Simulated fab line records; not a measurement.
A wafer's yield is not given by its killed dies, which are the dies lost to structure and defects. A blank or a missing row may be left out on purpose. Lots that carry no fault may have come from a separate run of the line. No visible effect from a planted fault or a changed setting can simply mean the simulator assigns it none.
fab line records	flow nand-harc
record: lots: 13	wafers: 39	last-day: 25
route steps=1159 shown A_ZERO_WELL@401 A_ONON_D1@442 A_CHANNEL_HOLE_D1@465 END@1159
lots untouched by any fault: they come from a run of this same line in which no faults occurred
start-h: start of the lot's first displayed wafer, in hours after the record's first day	wait-h: time in hours since the lot's previous step	" repeats the value in the row above	L1.1+2: several wafers, shown together as one row	- value missing, or start not given	* or withheld: withheld	< > ~ a bound
route shown NAME@n: names a module that has steps shown in the file, with the first one's number in the route	usual: the fault-free wafers' mean and standard deviation	same: alike in all rows	chamber/n: place in a boat	sites: readings site by site	_std_site: the standard deviation of these	_edge_site: inner sites' mean taken away from outer sites' mean	radius-mm: for every site, how far away it sits from the centre of the wafer	mask NAME#n: copy n	behind: tool/chamber where the wafer was last shaped	hold: why the lot went on hold/how many hours it stayed there/how the hold came to an end	device: whichever transistor did not switch (one of n, p or np)	end of line: tests of these same wafers at the route's end	where a step has no rows: the recipe by itself	killed: dies lost to structure and defects at the first sort, not the wafer's yield	map: shows each die of a wafer: x if killed, . if not, _ if none is there
set.NAME: the setting as run; set.NAME@STEP: as run at that earlier step	model.NAME: the simulator's own value behind a step, which no gauge read
the route's steps for a sample of lots (tables are steps, rows are wafers)
services: the hour from which a tool's chamber was out of use, counted from the record's first day as start-h (under 0 if before that day), plus the number of hours and why
== steps ==
step: NHARC_A_ZERO_WELL_CD_MEAS_10
recipe: target-cd-nm: 2000	landing-energy-ev: 500
usual: cd-nm: 1999.5/2.4
lot.wafer	tool	chamber	start-h	wait-h	cd-nm
L139.2	cd-sem-03	0	143.58	-	2000.1
L139.3	"	0	"	"	1997.9
L139.5	"	0	"	"	2001.0
L141.3	cd-sem-02	0	146.87	-	1999.2
L141.4	"	0	"	"	1999.4
L141.6	"	0	"	"	2000.2
L145.1	cd-sem-02	0	173.06	-	1999.6
L145.3	"	0	"	"	1997.6
L145.5	"	0	"	"	1996.8
L148.3	cd-sem-01	0	197.89	-	1998.3
L148.4	"	0	"	"	2002.2
L148.6	"	0	"	"	2003.3
L147.1	cd-sem-03	0	198.50	-	1998.4
L147.3	"	0	"	"	2002.3
L147.6	"	0	"	"	1997.4
L150.1	cd-sem-03	0	220.89	-	2003.7
L150.3	"	0	"	"	1999.1
L150.6	"	0	"	"	1999.6
L152.2	cd-sem-02	0	223.10	-	2001.9
L152.4	"	0	"	"	1997.9
L152.5	"	0	"	"	1997.0
L154.2	cd-sem-01	0	236.80	-	1995.4
L154.5	"	0	"	"	1996.0
L154.6	"	0	"	"	1998.4
L157.1	cd-sem-01	0	250.40	-	1996.8
L157.5	"	0	"	"	2000.6
L157.6	"	0	"	"	1999.4
L159.1	cd-sem-02	0	251.06	-	2000.2
L159.3	"	0	"	"	1994.6
L159.4	"	0	"	"	2000.6
L158.1	cd-sem-02	0	251.87	-	2004.4
L158.2	"	0	"	"	2002.4
L158.4	"	0	"	"	1998.5
L160.2	cd-sem-03	0	263.28	-	2002.1
L160.5	"	0	"	"	1999.4
L160.6	"	0	"	"	1999.8
L161.2	cd-sem-01	0	266.00	-	1993.9
L161.4	"	0	"	"	1997.6
L161.5	"	0	"	"	1992.5
step: NHARC_A_ZERO_WELL_RTA_16
recipe: temp-c: 1000	time-s: 10
usual: lamp-power-pct: 29.2/2.4	wafer_temp_C_max: 1005.6/1.2
lot.wafer	tool	chamber	start-h	wait-h	lamp-power-pct	wafer_temp_C_max
L139.2	rtp-anneal-01	0	144.88	-	31.9	1005.5
L139.3	"	0	"	"	31.9	1004.9
L139.5	"	0	"	"	31.9	1005.4
L141.3	rtp-anneal-01	0	148.20	-	31.9	1006.5
L141.4	"	0	"	"	31.8	1009.2
L141.6	"	0	"	"	31.9	1004.4
L145.1	rtp-anneal-01	0	174.34	-	31.9	1006.2
L145.3	"	0	"	"	31.9	1007.5
L145.5	"	0	"	"	31.9	1007.0
L148.3	rtp-anneal-01	0	199.25	-	31.9	1005.0
L148.4	"	0	"	"	31.9	1005.9
L148.6	"	0	"	"	31.9	1006.3
L147.1	rtp-anneal-02	0	199.76	-	27.0	1005.7
L147.3	"	0	"	"	27.1	1004.1
L147.6	"	0	"	"	27.0	1003.9
L150.1	rtp-anneal-02	0	222.17	-	27.0	1005.3
L150.3	"	0	"	"	27.0	1004.9
L150.6	"	0	"	"	27.0	1005.0
L152.2	rtp-anneal-02	0	224.43	-	27.0	1006.0
L152.4	"	0	"	"	27.0	1006.0
L152.5	"	0	"	"	27.1	1005.7
L154.2	rtp-anneal-02	0	238.18	-	27.0	1004.5
L154.5	"	0	"	"	27.0	1006.6
L154.6	"	0	"	"	27.0	1004.9
L157.1	rtp-anneal-02	0	251.73	-	27.1	1004.3
L157.5	"	0	"	"	27.0	1005.4
L157.6	"	0	"	"	27.0	1006.8
L159.1	rtp-anneal-01	0	252.37	-	31.9	1007.6
L159.3	"	0	"	"	31.9	1005.5
L159.4	"	0	"	"	31.9	1007.4
L158.1	rtp-anneal-01	0	253.19	-	31.9	1007.4
L158.2	"	0	"	"	31.9	1008.6
L158.4	"	0	"	"	31.9	1004.7
L160.2	rtp-anneal-02	0	264.59	-	27.0	1005.0
L160.5	"	0	"	"	27.0	1004.9
L160.6	"	0	"	"	27.0	1004.8
L161.2	rtp-anneal-02	0	267.68	-	27.0	1003.5
L161.4	"	0	"	"	27.0	1005.1
L161.5	"	0	"	"	27.0	1004.8
step: NHARC_A_ONON_D1_DEP_25
recipe: target-thk-a: 10000	n2-flow-sccm: 2750	n2o-flow-sccm: 2000	nh3-flow-sccm: 500	sih4-flow-sccm: 210	temp-c: 400
usual: n2-flow-sccm: 2749/8.5	n2o-flow-sccm: 2000/4.8
lot.wafer	tool	chamber	start-h	wait-h	n2-flow-sccm	n2o-flow-sccm
L139.2	pecvd-onon-01	0	178.86	0.1	2739	2003
L139.3	"	0	"	"	2760	1996
L139.5	"	0	"	"	2747	2009
L141.3	pecvd-onon-03	0	178.93	0.2	2747	2009
L141.4	"	0	"	"	2746	2007
L141.6	"	0	"	"	2742	2005
L145.1	pecvd-onon-03	0	205.21	0.1	2743	1990
L145.3	"	0	"	"	2753	2000
L145.5	"	0	"	"	2758	1997
L147.1	pecvd-onon-03	0	233.21	0.1	2749	1993
L147.3	"	0	"	"	2740	1996
L147.6	"	0	"	"	2743	1998
L148.3	pecvd-onon-01	0	233.34	0.2	2752	1999
L148.4	"	0	"	"	2756	2005
L148.6	"	0	"	"	2746	2001
L150.1	pecvd-onon-03	-	255.62	0.1	-	-
L150.3	"	-	"	"	-	-
L150.6	"	-	"	"	-	-
L152.2	pecvd-onon-01	-	255.68	0.1	-	-
L152.4	"	-	"	"	-	-
L152.5	"	-	"	"	-	-
L154.2	pecvd-onon-01	0	269.96	0.1	2747	2007
L154.5	"	0	"	"	2752	1996
L154.6	"	0	"	"	2743	2000
L157.1	pecvd-onon-03	0	286.43	0.1	2750	1994
L157.5	"	0	"	"	2751	1994
L157.6	"	0	"	"	2749	2001
L158.1	pecvd-onon-01	0	286.57	0.1	2759	1993
L158.2	"	0	"	"	2769	1998
L158.4	"	0	"	"	2745	1995
L159.1	pecvd-onon-04	0	286.70	0.2	2755	1999
L159.3	"	0	"	"	2750	2000
L159.4	"	0	"	"	2751	2005
L161.2	pecvd-onon-01	0	296.82	0.1	2741	2001
L161.4	"	0	"	"	2735	1999
L161.5	"	0	"	"	2748	2003
L160.2	pecvd-onon-03	0	296.83	0.1	2754	1996
L160.5	"	0	"	"	2769	2006
L160.6	"	0	"	"	2758	2005
step: NHARC_A_CHANNEL_HOLE_D1_DESCUM_15
recipe: time-s: 3	o2-flow-sccm: 200	ar-flow-sccm: 0	bias-power-w: 0	chemistry: O2
usual: drypump-motor-current-A: 5.8/0.46	o2-flow-sccm: 200.0/0.61	oes-product-au: 1.001/0.015	rf-vpp-V: 57.6/0.86	showerhead-plenum-p-Torr: 1.90/0.072	throttle-valve-pct: 11.312/0.0095
lot.wafer	tool	chamber	start-h	wait-h	drypump-motor-current-A	o2-flow-sccm	oes-product-au	rf-hours-counter-h	rf-vpp-V	showerhead-plenum-p-Torr	throttle-valve-pct
L139.3	rie-diel-04	0	186.39	0.1	6.1	200.7	1.017	7	57.8	1.98	11.318
L139.2	"	2	"	"	6.0	199.9	1.012	7	57.1	1.84	11.309
L139.5	"	1	"	"	5.7	200.8	1.005	-	58.4	2.05	11.309
L141.3	rie-diel-11	1	186.55	0.1	5.4	200.2	1.017	10	54.8	1.82	11.309
L141.4	"	0	"	"	5.5	198.6	1.001	10	59.5	1.89	11.316
L141.6	"	2	"	"	6.5	198.9	0.989	-	57.1	1.88	11.311
L145.1	rie-diel-05	2	211.98	0.1	5.5	200.9	1.015	2	57.6	1.91	11.302
L145.3	"	1	"	"	6.6	199.9	0.993	2	58.0	1.91	11.309
L145.5	"	2	"	"	5.5	200.8	1.015	-	57.9	1.91	11.318
L147.1	rie-diel-04	1	238.12	0.1	5.7	200.0	1.006	11	58.2	2.05	11.322
L147.3	"	2	"	"	6.0	198.9	1.002	12	57.1	1.84	11.303
L147.6	"	0	"	"	6.1	199.7	1.002	-	59.7	1.98	11.314
L148.3	rie-diel-11	1	240.09	0.1	5.4	200.7	1.010	2	57.6	1.82	11.282
L148.4	"	3	"	"	5.8	198.8	1.017	2	58.1	1.89	11.320
L148.6	"	1	"	"	5.5	200.5	0.999	-	56.8	1.82	11.308
L154.2	rie-diel-11	0	275.95	0.1	5.5	200.0	1.006	4	56.4	1.89	11.337
L154.5	"	2	"	"	6.5	200.5	0.969	-	58.9	1.88	11.306
L154.6	"	3	"	"	5.7	199.9	1.025	-	57.0	1.89	11.311
L157.1	rie-diel-11	1	295.35	0.1	5.4	200.7	0.986	6	56.8	1.82	11.292
L157.5	"	1	"	"	5.4	200.1	0.999	-	58.1	1.82	11.317
L157.6	"	2	"	"	6.5	199.3	0.968	-	56.9	1.88	11.296
L158.2	rie-diel-05	2	295.91	0.1	5.5	200.8	1.017	8	57.9	1.91	11.316
L158.4	"	0	"	"	6.3	200.1	1.008	8	58.2	1.89	11.314
L158.1	"	1	"	"	6.6	200.2	0.985	7	58.6	1.91	11.303
L159.3	rie-diel-11	2	296.72	0.1	6.5	200.6	0.959	6	57.9	1.88	11.330
L159.1	"	3	"	"	5.8	199.4	1.012	6	59.0	1.89	11.311
L159.4	"	0	"	"	5.4	200.7	0.993	6	58.2	1.89	11.327
L161.2	rie-diel-04	0	308.91	0.1	6.1	199.4	1.023	1	57.8	1.97	11.327
L161.4	"	1	"	"	5.7	199.5	0.998	1	58.7	2.05	11.297
L161.5	"	2	"	"	6.0	200.5	1.007	-	57.7	1.84	11.321
L160.2	rie-diel-11	3	309.74	0.1	5.7	199.9	1.009	6	58.9	1.89	11.313
L160.5	"	1	"	"	5.5	200.2	0.996	-	57.7	1.82	11.316
L160.6	"	2	"	"	6.5	200.8	0.965	-	56.5	1.88	11.318
step: NHARC_END_SORT_01
recipe: temp-c: 25
usual: killed-at-array: 30/10	killed-at-other: 0.5/0.82	killed-at-periphery: 2.9/2	killed-dies: 34/11	killed-open: 3.2/1.8	killed-short: 2.0/1.4
same: gross-dies: 677
lot.wafer	tool	chamber	start-h	wait-h	killed-at-array	killed-at-other	killed-at-periphery	killed-dies	killed-open	killed-short
L150.1	prober-01	0	536.54	2.5	674	1	2	677	0	1
L150.3	prober-01	0	538.13	3.1	673	0	4	677	5	2
L150.6	prober-01	0	540.51	4.0	670	1	6	677	3	3
L152.2	prober-01	0	559.39	2.8	672	1	4	677	8	1
L152.4	prober-01	0	560.96	3.3	676	0	1	677	2	3
L152.5	prober-01	0	561.75	3.6	675	0	2	677	2	4
killed by level:class
L150.1 A_ONON_D1:area-dep=660 A_CHANNEL_HOLE_D1:chamber-film-flake=5 A_ZERO_WELL:chamber-film-flake=3 A_STAIRCASE:chamber-film-flake=2 A_WL_FILL:chamber-film-flake=2 A_SGD_CUT:geometric-particle:short=1 P_GATE:chamber-film-flake=1 P_M1:chamber-film-flake=1
L150.3 A_ONON_D1:area-dep=657 A_CHANNEL_HOLE_D1:chamber-film-flake=4 A_STAIRCASE:chamber-film-flake=4 A_M0:geometric-particle:open=2 P_STI:geometric-particle:open=1 P_M0:geometric-particle:short=1 P_M0:geometric-particle:open=1 A_CHANNEL_HOLE_D1:geometric-particle:short=1
L150.6 A_ONON_D1:area-dep=653 A_CHANNEL_HOLE_D1:chamber-film-flake=7 P_GATE:chamber-film-flake=3 A_STAIRCASE:chamber-film-flake=3 A_ZERO_WELL:chamber-film-flake=2 P_CONTACT:geometric-particle:open=1 P_CONTACT:geometric-particle:short=1 P_M1:geometric-particle:open=1
L152.2 A_ONON_D1:area-dep=633 A_SLIT:chamber-film-flake=15 A_STAIRCASE:chamber-film-flake=10 A_CHANNEL_HOLE_D1:chamber-film-flake=5 A_CONTACT:geometric-particle:open=3 P_M0:geometric-particle:open=2 A_CONTACT:chamber-film-flake=2 P_M1:geometric-particle:open=1
L152.4 A_ONON_D1:area-dep=640 A_SLIT:chamber-film-flake=15 A_STAIRCASE:chamber-film-flake=7 A_CHANNEL_HOLE_D1:chamber-film-flake=5 A_CHANNEL_FILL_D1:chamber-film-flake=2 A_CONTACT:chamber-film-flake=2 P_M0:geometric-particle:open=1 A_SOURCE_PLATE:geometric-particle:short=1
L152.5 A_ONON_D1:area-dep=640 A_SLIT:chamber-film-flake=11 A_STAIRCASE:chamber-film-flake=11 A_CHANNEL_HOLE_D1:chamber-film-flake=4 A_CHANNEL_FILL_D1:chamber-film-flake=2 P_M0:geometric-particle:short=1 A_WL_FILL:geometric-particle:short=1 A_WL_FILL:geometric-particle:open=1
== services ==
tool	chamber	start-h	hours	kind
rie-diel-11	0	144.23	-	clean
rie-diel-11	1	144.23	-	clean
rie-diel-11	2	144.23	-	clean
rie-diel-11	3	144.23	-	clean
pecvd-onon-03	-	153.00	13.0	pm
rie-diel-04	3	154.52	27.0	repair
pecvd-onon-04	-	157.34	0.1	repair
rie-diel-05	-	163.62	9.0	pm
rie-diel-11	0	168.73	-	clean
rie-diel-11	1	168.73	-	clean
rie-diel-11	2	168.73	-	clean
rie-diel-11	3	168.73	-	clean
rie-diel-11	-	189.50	9.0	pm
rie-diel-11	0	189.50	9.0	vent-cycle
rie-diel-11	1	189.50	9.0	vent-cycle
pecvd-onon-01	-	195.49	13.0	pm
rie-diel-04	0	230.43	2.9	repair
pecvd-onon-04	-	237.16	13.0	pm
rie-diel-11	3	261.11	2.5	repair
rie-diel-05	1	261.67	4.1	repair
rie-diel-05	1	269.06	1.2	repair
rie-diel-04	-	288.90	9.0	pm
rie-diel-05	1	288.94	6.1	repair
rtp-anneal-02	-	300.00	12.0	pm
== key ==
first-sign: step: NHARC_A_ONON_D1_DEP_25	reading: tool-record	direction: missing
effect: step: NHARC_END_SORT_01	reading: killed-at-array	direction: up	sigmas: 62	usual: 30	struck: 673
more-kills-born-at: NHARC_A_ONON_D1_DEP_25@pecvd-onon-03: 1969	NHARC_A_ONON_D1_DEP_25@pecvd-onon-01: 1913
met-at NHARC_A_ONON_D1_DEP_25
struck-lots L150,L152
later-rows-left-out L150.1,L150.3,L150.6,L152.2,L152.4,L152.5
tester-left-out L150,L152
not-acting-at NHARC_A_ZERO_WELL_CD_MEAS_10,NHARC_A_ZERO_WELL_RTA_16,NHARC_A_CHANNEL_HOLE_D1_DESCUM_15
onset-between 233.34 255.62
fault: kind: skipped-step-whole	tool: pecvd-onon-01,pecvd-onon-03	chamber: -	onset-h: 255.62	steps: NHARC_A_ONON_D1_DEP_25	scope: struck-lots-only
tester-left-out: of these lots the tester's yield and bins aren't shown, on N5 and GAA mostly nor the transistor test; their killed dies are dies lost to structure and defects alone, not to doping, threshold or leakage, so they don't give the yield
later-rows-left-out: the simulator's readings of these wafers behind a module that went badly wrong aren't trusted and aren't shown, but for the sort
